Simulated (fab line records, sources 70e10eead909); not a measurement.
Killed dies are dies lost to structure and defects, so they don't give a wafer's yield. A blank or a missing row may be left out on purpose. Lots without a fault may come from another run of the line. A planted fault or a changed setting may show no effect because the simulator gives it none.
Chamber matching | flow nand_harc | NHARC_A_STAIRCASE_ETCH_313 on rie_diel-05: 4 sister chambers
The step etches the open film in CF4/CHF3. 27 wafers are shown with their chamber, then 12 later ones without.

WAFERS WITH THEIR CHAMBER
wafer  | chamber | showerhead_plenum_p_Torr (Torr) | drypump_motor_current_A (A) | rf_vpp_V (V)
L079.1 | 3       | 1.69                            | 5.76                        | 375.0
L079.4 | 0       | 1.48                            | 5.70                        | 368.6
L079.5 | 2       | 1.56                            | 5.35                        | 369.8
L080.2 | 3       | 1.69                            | 5.80                        | 374.0
L080.5 | 3       | 1.69                            | 5.79                        | 375.0
L080.6 | 2       | 1.56                            | 5.32                        | 370.5
L081.2 | 3       | 1.69                            | 5.77                        | 372.9
L081.4 | 2       | 1.56                            | 5.36                        | 369.3
L081.6 | 1       | 1.50                            | 5.72                        | 368.4
L084.1 | 3       | 1.69                            | 5.79                        | 375.0
L084.3 | 2       | 1.56                            | 5.34                        | 370.3
L084.4 | 0       | 1.48                            | 5.72                        | 368.0
L083.3 | 0       | 1.48                            | 5.69                        | 367.5
L083.4 | 1       | 1.49                            | 5.73                        | 368.0
L083.5 | 0       | 1.48                            | 5.70                        | 367.6
L086.2 | 1       | 1.49                            | 5.73                        | 367.2
L086.3 | 2       | 1.56                            | 5.32                        | 369.7
L086.5 | 1       | 1.49                            | 5.73                        | 366.0
L088.1 | 1       | 1.49                            | 5.76                        | 367.5
L088.3 | 0       | 1.48                            | 5.69                        | 367.9
L088.6 | 2       | 1.56                            | 5.35                        | 369.3
L087.2 | 3       | 1.68                            | 5.77                        | 373.7
L087.4 | 0       | 1.48                            | 5.70                        | 368.9
L087.5 | 3       | 1.68                            | 5.78                        | 374.9
L091.3 | 3       | 1.68                            | 5.79                        | 373.9
L091.4 | 0       | 1.48                            | 5.72                        | 367.0
L091.5 | 0       | 1.48                            | 5.67                        | 366.5

SIGNATURES (means of the wafers above)
reading                  | chamber 0 | chamber 1 | chamber 2 | chamber 3 | scatter within a chamber
showerhead_plenum_p_Torr | 1.4800    | 1.4920    | 1.5600    | 1.6863    | 0.00341
drypump_motor_current_A  | 5.6988    | 5.7340    | 5.3400    | 5.7812    | 0.0155
rf_vpp_V                 | 367.750   | 367.420   | 369.817   | 374.300   | 0.762
Rule: a wafer's distance from a chamber is the root of the sum, over the readings, of the square of ((its reading less the chamber's mean) divided by the reading's scatter). The wafer belongs to the nearest chamber; if the next one is less than 2 further off, it can't be placed. The scatter: the root of (the sum of the squares of (reading less its chamber's mean) over the shown wafers, divided by (wafers less chambers)).

WAFERS WITHOUT THEIR CHAMBER
wafer  | showerhead_plenum_p_Torr (Torr) | drypump_motor_current_A (A) | rf_vpp_V (V)
L090.1 | 1.49                            | 5.72                        | 369.2
L090.4 | 1.68                            | 5.80                        | 374.2
L090.5 | 1.49                            | 5.71                        | 368.7
L092.3 | 1.55                            | 5.33                        | 369.9
L092.5 | 1.49                            | 5.74                        | 369.7
L092.6 | 1.55                            | 5.32                        | 368.9
L097.1 | 1.55                            | 5.36                        | 370.8
L097.2 | 1.68                            | 5.79                        | 374.1
L097.6 | 1.47                            | 5.72                        | 367.9
L095.1 | 1.68                            | 5.79                        | 374.5
L095.3 | 1.47                            | 5.70                        | 367.2
L095.5 | 1.68                            | 5.77                        | 374.5

WHICH CHAMBER EACH WENT THROUGH
wafer  | from the rows above     | in truth
L090.1 | can't be placed: 1 or 0 | 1
L090.4 | 3                       | 3
L090.5 | can't be placed: 1 or 0 | 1
L092.3 | 2                       | 2
L092.5 | can't be placed: 1 or 0 | 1
L092.6 | 2                       | 2
L097.1 | 2                       | 2
L097.2 | 3                       | 3
L097.6 | 0                       | 0
L095.1 | 3                       | 3
L095.3 | 0                       | 0
L095.5 | 3                       | 3
Placed correctly: 9 of 12. Can't be placed from these rows: 3 (the true chamber is among the candidates in 3). Placed wrongly: 0.
